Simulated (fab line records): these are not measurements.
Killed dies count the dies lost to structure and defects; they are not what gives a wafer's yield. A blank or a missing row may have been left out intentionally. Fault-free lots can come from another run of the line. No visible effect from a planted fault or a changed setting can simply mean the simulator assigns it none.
Code-filled problem report in 8D (eight disciplines) form ; flow nand_harc ; the parts of the form that need people (team, actions taken, sign-off) are left out

1. PROBLEM STATEMENT
oes_product_au at NHARC_A_WL_FILL_ETCHBACK_26 reads a mean of 0.908 a.u. on 4 wafers of 2 lots; wafers without a fault read 1.000 a.u. with a standard deviation of 0.015. Measured from the usual mean, that is -6.1 standard deviations.
The step: etches the open film in HBr, target depth 52 nm, time 13.3 s.
The first sign was on wafer L130.5 at day 19 15:18, on rie_si-03. Wafers with a number at this step in the record: 18, from 6 lots. The rule behind "out" and "out of limits": a value lying over 4 standard deviations away from the usual mean. The rest of the wafers with a number are treated as sound.

2. WHAT IT IS, AND WHAT IT ISN'T
question;is;is not
which readings at this step;oes_product_au;-
which lots;L130, L135;L119, L120, L122, L124
which wafers of those lots;L130.5, L130.6, L135.5, L135.6;L130.2, L135.2
read on which tools;rie_si-03;rie_si-01, rie_si-05
when;from day 19 15:18;"up to then (13 sound wafers); but 1 sound wafer of L135 came after"

3. THE SUSPECTS, EACH WITH WHAT RULES IT OUT
Counting: any tool at a process step up to the reading remains a suspect provided it ran every lot that is out. Sound lots after the first of them don't rule it out here, since some wafers of a struck lot are sound.
- ald_hk-04 at NHARC_A_WL_FILL_ALD_10 (deposits SiO2, target thk 50 nm, pulse time 10 s, ald cycles 500): kept. It ran every lot that is out, first L130 (day 19 05:58).
- rie_diel-12 at NHARC_A_WL_FILL_ETCHBACK_16 (etches the open film in C4F8/O2/Ar, target depth 88 nm, time 17.6 s): kept. Every lot that is out went through it, the first being L130 (day 19 10:11); the last sound lot it ran before that was L124 (day 18 22:55). NHARC_A_WL_FILL_ETCHBACK_16 gives no start for some lots, so the hours and the order of its lots are those of NHARC_A_WL_FILL_STRIP_29.
- rie_diel-12 at NHARC_A_WL_FILL_STRIP_29 (strips in O2, time 20 s): kept. Every lot that is out went through it, the first being L130 (day 19 10:11); the last sound lot it ran before that was L124 (day 18 22:55).
- rie_metal-03 at NHARC_A_WL_FILL_ETCHBACK_17 (etches the open film in Cl2/BCl3, target depth 4 nm, time 26.7 s): kept. Every lot that is out went through it, the first being L130 (day 19 10:16); the last sound lot it ran before that was L120 (day 16 15:23).
- rie_si-03 at NHARC_A_WL_FILL_ETCHBACK_26 (etches the open film in HBr, target depth 52 nm, time 13.3 s): kept. Every lot that is out went through it, the first being L130 (day 19 15:18); the last sound lot it ran before that was L120 (day 16 20:29). Out on those wafers are its own readings of oes_product_au.
Left after counting: ald_hk-04 at NHARC_A_WL_FILL_ALD_10, rie_diel-12 at NHARC_A_WL_FILL_ETCHBACK_16, rie_diel-12 at NHARC_A_WL_FILL_STRIP_29, rie_metal-03 at NHARC_A_WL_FILL_ETCHBACK_17, rie_si-03 at NHARC_A_WL_FILL_ETCHBACK_26.

4. THE CAUSE (what the simulator had put in)
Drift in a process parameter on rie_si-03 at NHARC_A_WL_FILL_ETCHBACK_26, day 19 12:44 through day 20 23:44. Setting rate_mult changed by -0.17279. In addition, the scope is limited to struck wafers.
Counting left 5 suspects, and this tool is among them.

5. SEQUENCE OF EFFECTS, ordered by route
One row per reading whose mean, taken over the struck wafers that have a number, lies over 3 standard deviations from the usual. Scope: only readings with a usual standard deviation given in the record; hours: median across lots of the time from each lot's start at the first step in this table that gives one to its start at this step; sigmas: change in usual standard deviations.
hours;step;reading;usual;on struck wafers;change;sigmas
0;NHARC_A_WL_FILL_ETCHBACK_26;oes_product_au;1.000 a.u.;0.908;-0.092;-6.1
Here are the process steps it includes:
- NHARC_A_WL_FILL_ETCHBACK_26: etches the open film in HBr, target depth 52 nm, time 13.3 s.
Later measuring or inspecting steps at which every struck wafer that the step has a row for has a number for every such reading, and none has moved that far: NHARC_END_SORT_01.

6. WHAT WOULD HAVE CAUGHT IT SOONER
In this record no reading fell out of limits until day 19 15:18, 3 hours after the fault had begun at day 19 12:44.
